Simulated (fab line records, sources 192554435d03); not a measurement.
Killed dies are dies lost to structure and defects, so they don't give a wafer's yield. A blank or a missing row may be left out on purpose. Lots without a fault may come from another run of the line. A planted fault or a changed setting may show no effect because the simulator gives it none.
fab line records | flow n5_finfet | part 2 of 2: steps 13 to 23 of 23
record lots=5 wafers=15 last_day=16
route steps=1938 shown MOL_CONTACT_COAG@576
lots that met no fault: from a run of the same line without faults
start_h: hours from the record's first day to the start of the lot's first wafer shown | wait_h: hours since the lot's step before | " the same as in the row above | L1.1+2: a row that stands for several wafers | - no value, or no start given | * or withheld: withheld | < > ~ a bound
route shown NAME@n: a module of which the file shows steps, and the number in the route of the first | usual: mean/standard deviation of fault-free wafers | same: alike in all rows | chamber/n: place in a boat | sites: the reading at each site | _std_site: their standard deviation | _edge_site: outer sites' mean less inner sites' | radius_mm: how far each site lies from the wafer's centre | mask NAME#n: copy n | behind: the tool/chamber that last shaped the wafer | hold: why the lot was held/for how many hours/how that ended | device: the transistor (n, p or np) that didn't switch | end of line: the same wafers' tests at the end of the route | a step without rows: its recipe alone | killed: dies lost to structure and defects at the first sort, not the wafer's yield | map: a wafer's dies, x killed, . not, _ none there
set.NAME: the setting as run; set.NAME@STEP: as run at that earlier step | model.NAME: the simulator's own value behind a step, which no gauge read
lots at some steps of the route; a table a step, a row a wafer
services: from which hour (start_h, from the record's first day; less than 0 if before it) a tool's chamber was out of use, for how many hours, and why
## steps
# step N5_MOL_CONTACT_COAG_ETCH_47
# recipe chemistry=CH3F/O2 target=SiNx target_depth_a=270 mask_material=SiO2 stop_on=W over_etch_frac=0.2 ion_energy_ev=120 endpoint=OES-CN pressure_mtorr=30 source_w=395 bias_w=73 Ar_flow_sccm=150 CH3F_flow_sccm=30 O2_flow_sccm=20 ends=end_point
# usual chamber_pressure_mTorr=30.002/0.028 drypump_motor_current_A=5.8/0.4 etch_rf_on_time_s=31.0/0.49 mfc_ar_sccm=150.0/0.47 oes_o_777_au=0.75/0.069 oes_product_au=0.68/0.074 rf_vpp_V=299/6.4 showerhead_plenum_p_Torr=2.00/0.071 throttle_valve_pct=16.38/0.2
# columns lot.wafer tool chamber start_h wait_h chamber_pressure_mTorr drypump_motor_current_A etch_rf_on_time_s mfc_ar_sccm oes_o_777_au oes_product_au rf_hours_counter_h rf_vpp_V showerhead_plenum_p_Torr throttle_valve_pct
L077.1 rie_diel-05 1 115.13 0.0 29.979 5.1 30.6 150.3 0.74 0.64 200 299 2.07 16.65
L077.2 " 3 " " 29.977 6.5 30.1 151.2 0.73 0.65 181 301 2.08 16.62
L077.4 " 3 " " 30.037 6.5 30.3 150.3 0.72 0.66 - 299 2.08 16.63
L081.2 rie_diel-02 0 142.93 0.0 29.997 6.3 30.3 149.7 0.76 0.69 135 300 1.85 16.46
L081.4 " 2 " " 30.020 5.8 31.1 150.2 0.69 0.63 235 311 1.97 16.59
L081.5 " 2 " " 29.961 5.8 31.5 149.8 0.69 0.62 - 309 1.97 16.59
L087.2 rie_diel-03 1 184.74 0.0 30.008 6.4 32.0 149.9 0.77 0.68 121 288 2.02 16.42
L087.3 " 0 " " 29.992 6.3 32.4 149.6 0.69 0.60 239 294 1.96 16.53
L087.6 " 3 " " 30.003 5.9 30.9 150.6 0.73 0.64 - 289 1.99 16.18
L090.3 rie_diel-02 1 199.55 0.0 30.027 5.4 31.3 149.8 0.71 0.65 191 302 2.09 16.32
L090.4 " 1 " " 29.971 5.4 31.3 149.7 0.71 0.64 - 303 2.09 16.32
L090.5 " 0 " " 30.012 6.4 31.0 150.4 0.74 0.66 - 301 1.84 16.50
L092.3 rie_diel-02 1 216.68 0.0 29.978 5.4 31.3 150.4 0.70 0.64 199 301 2.09 16.34
L092.4 " 2 " " 29.991 5.8 29.8 150.4 0.93 0.87 4 311 1.96 16.12
L092.5 " 3 " " 30.038 5.9 30.7 150.7 0.82 0.74 - 293 1.93 16.34
# step N5_MOL_CONTACT_COAG_STRIP_119
# recipe chemistry=N2/H2 time_s=30 power_w=1000 temp_c=250 pressure_mtorr=withheld n2_flow_sccm=1750 h2_flow_sccm=3250
# usual drypump_motor_current_A=5.68/0.28 heater_power_w=321/27
# columns lot.wafer tool chamber start_h wait_h drypump_motor_current_A heater_power_w rf_hours_counter_h
L077.1 plasma_asher-02 1 115.21 0.1 5.34 357 44
L077.2 " 0 " " 5.37 348 44
L077.4 " 1 " " 5.36 370 -
L081.2 plasma_asher-02 0 143.01 0.1 5.35 344 48
L081.4 " 1 " " 5.34 361 -
L081.5 " 1 " " 5.36 365 -
L087.2 plasma_asher-01 1 184.82 0.1 6.03 291 91
L087.3 " 0 " " 5.73 315 -
L087.6 " 0 " " 5.71 313 -
L090.3 plasma_asher-01 1 199.65 0.1 6.02 298 -
L090.4 " 0 " " 5.72 315 -
L090.5 " 0 " " 5.74 304 -
L092.3 plasma_asher-01 0 216.78 0.1 5.71 313 -
L092.4 " 1 " " 6.05 295 -
L092.5 " 1 " " 6.03 282 -
# step N5_MOL_CONTACT_COAG_PRECLEAN_144
# recipe chemistry=alkaline_clean temp_c=60 time_s=60 do_ppb=50
# usual do_ppb=49.9/0.55
# columns lot.wafer tool chamber start_h wait_h do_ppb
L077.1 wet_bench-03 3 115.30 0.1 50.7
L077.2 " 5 " " 49.7
L077.4 " 4 " " 49.2
L081.2 wet_bench-01 7 143.09 0.1 50.1
L081.4 " 6 " " 49.9
L081.5 " 1 " " 49.9
L087.2 wet_bench-06 4 184.90 0.1 49.4
L087.3 " 1 " " 49.6
L087.6 " 0 " " 49.3
L090.3 wet_bench-06 7 199.72 0.0 49.6
L090.4 " 6 " " 49.6
L090.5 " 0 " " 49.1
L092.3 wet_bench-03 4 216.85 0.0 49.5
L092.4 " 6 " " 49.9
L092.5 " 5 " " 49.9
# step N5_MOL_CONTACT_COAG_SRD_145
# recipe dry=ipa_marangoni time_s=30 temp_c=23 rinse_liquid=diw
# columns lot.wafer tool chamber start_h wait_h
L077.1+2+4 wet_bench-03 3,5,4 115.32 0.0
L081.2+4+5 wet_bench-01 7,6,1 143.11 0.0
L087.2+3+6 wet_bench-06 4,1,0 184.92 0.0
L090.3+4+5 wet_bench-06 7,6,0 199.74 0.0
L092.3+4+5 wet_bench-03 4,6,5 216.87 0.0
# step N5_MOL_CONTACT_COAG_CD_MEAS_137
# recipe target_cd_nm=16
# usual cd_nm=16.1/0.31
# columns lot.wafer tool chamber start_h wait_h cd_nm
L077.1 cd_sem-02 - 115.36 0.0 16.1
L077.2 " - " " 16.1
L077.4 " - " " 15.8
L081.2 cd_sem-02 - 143.15 0.0 16.2
L081.4 " - " " 16.0
L081.5 " - " " 15.9
L087.2 cd_sem-03 - 184.96 0.0 16.0
L087.3 " - " " 15.9
L087.6 " - " " 15.5
L090.3 cd_sem-01 - 199.78 0.0 16.0
L090.4 " - " " 15.6
L090.5 " - " " 15.9
L092.3 cd_sem-02 - 216.91 0.0 16.1
L092.4 " - " " 16.3
L092.5 " - " " 15.9
# step N5_MOL_CONTACT_COAG_COAT_62
# recipe resist=SOC temp_c=250 time_s=60 spin_rpm=1500 resist_thk_nm=60
# usual heater_power_total_W=500.6/1.8
# columns lot.wafer tool chamber start_h wait_h heater_power_total_W
L077.1 litho_track-02 0 115.39 0.0 498.1
L077.2 " 0 " " 499.5
L077.4 " 0 " " 498.2
L081.2 litho_track-01 0 143.19 0.0 498.5
L081.4 " 0 " " 497.9
L081.5 " 0 " " 499.7
L087.2 litho_track-02 0 185.00 0.0 501.7
L087.3 " 0 " " 500.9
L087.6 " 0 " " 499.3
L090.3 litho_track-04 0 199.82 0.0 497.9
L090.4 " 0 " " 497.6
L090.5 " 0 " " 502.8
L092.3 litho_track-02 0 216.95 0.0 498.2
L092.4 " 0 " " 502.8
L092.5 " 0 " " 498.3
# step N5_MOL_CONTACT_COAG_COAT_63
# recipe resist=SiARC temp_c=220 time_s=60 spin_rpm=1500 resist_thk_nm=10
# usual heater_power_total_W=427.9/2.1
# columns lot.wafer tool chamber start_h wait_h heater_power_total_W
L077.1 litho_track-02 0 - - 431.0
L077.2 " 0 " " 426.5
L077.4 " 0 " " 424.4
L081.2 litho_track-01 0 - - 429.3
L081.4 " 0 " " 430.0
L081.5 " 0 " " 429.2
L087.2 litho_track-02 0 - - 430.5
L087.3 " 0 " " 427.9
L087.6 " 0 " " 427.7
L090.3 litho_track-04 0 - - 425.9
L090.4 " 0 " " 430.0
L090.5 " 0 " " 424.9
L092.3 litho_track-02 0 - - 428.5
L092.4 " 0 " " 426.3
L092.5 " 0 " " 430.3
# step N5_MOL_CONTACT_COAG_COAT_64
# recipe resist=underlayer temp_c=205 time_s=60 spin_rpm=1500 resist_thk_nm=10
# usual heater_power_total_W=391.6/1.3
# columns lot.wafer tool chamber start_h wait_h heater_power_total_W
L077.1 litho_track-02 0 - - 390.7
L077.2 " 0 " " 389.4
L077.4 " 0 " " 392.1
L081.2 litho_track-01 0 - - 392.8
L081.4 " 0 " " 392.6
L081.5 " 0 " " 393.6
L087.2 litho_track-02 0 - - 390.6
L087.3 " 0 " " 393.6
L087.6 " 0 " " 391.4
L090.3 litho_track-04 0 - - 393.3
L090.4 " 0 " " 393.6
L090.5 " 0 " " 392.7
L092.3 litho_track-02 0 - - 393.0
L092.4 " 0 " " 390.0
L092.5 " 0 " " 393.3
# step N5_MOL_CONTACT_COAG_COAT_34
# recipe resist=CAR-EUV spin_rpm=1500 resist_thk_nm=40
# columns lot.wafer tool chamber start_h wait_h
L077.1+2+4 litho_track-02 0 - -
L081.2+4+5 litho_track-01 0 - -
L087.2+3+6 litho_track-02 0 - -
L090.3+4+5 litho_track-04 0 - -
L092.3+4+5 litho_track-02 0 - -
# step N5_MOL_CONTACT_COAG_EBR_36
# recipe solvent=PGMEA ebr_width_mm=1.5
# columns lot.wafer tool chamber start_h wait_h
L077.1+2+4 litho_track-02 0 - -
L081.2+4+5 litho_track-01 0 - -
L087.2+3+6 litho_track-02 0 - -
L090.3+4+5 litho_track-04 0 - -
L092.3+4+5 litho_track-02 0 - -
# step N5_MOL_CONTACT_COAG_SOFTBAKE_35
# recipe temp_c=110 time_s=60 resist=CAR-EUV
# usual heater_power_total_W=175.4/1.6
# columns lot.wafer tool chamber start_h wait_h heater_power_total_W
L077.1 litho_track-02 0 - - 177.4
L077.2 " 0 " " 174.0
L077.4 " 0 " " 176.4
L081.2 litho_track-01 0 - - 174.3
L081.4 " 0 " " 176.4
L081.5 " 0 " " 177.5
L087.2 litho_track-02 0 - - 175.4
L087.3 " 0 " " 177.4
L087.6 " 0 " " 173.3
L090.3 litho_track-04 0 - - 177.6
L090.4 " 0 " " 177.0
L090.5 " 0 " " 173.3
L092.3 litho_track-02 0 - - 176.6
L092.4 " 0 " " 173.3
L092.5 " 0 " " 173.2
## services
# columns tool chamber start_h hours kind
ald_sin-03 - 102.60 28.1 pm
wet_bench-03 - 107.62 3.6 repair
rie_diel-05 2 109.16 - clean
rie_diel-05 2 109.16 - consumable_replace:focus_ring
rie_diel-05 2 109.16 22.5 scheduled_down
rie_diel-05 2 109.16 22.5 vent_cycle
wet_bench-03 - 126.52 0.6 repair
litho_track-02 - 138.31 - consumable_replace:filter
rie_diel-05 1 141.45 1.7 repair
litho_track-01 - 142.89 - consumable_replace:filter
wet_bench-06 - 145.97 24.5 repair
wet_bench-03 - 150.44 1.5 repair
ald_sin-03 - 178.17 14.0 pm
ald_sin-03 0 178.17 14.0 vent_cycle
ald_sin-04 1 178.87 152.3 repair
plasma_asher-02 - 180.79 0.7 repair
rie_diel-02 2 188.84 - clean
rie_diel-02 2 188.84 - consumable_replace:focus_ring
rie_diel-02 2 188.84 16.3 scheduled_down
rie_diel-02 2 188.84 16.3 vent_cycle
rie_diel-03 2 203.59 - clean
rie_diel-03 2 203.59 - consumable_replace:focus_ring
rie_diel-03 2 203.59 17.8 scheduled_down
rie_diel-03 2 203.59 17.8 vent_cycle
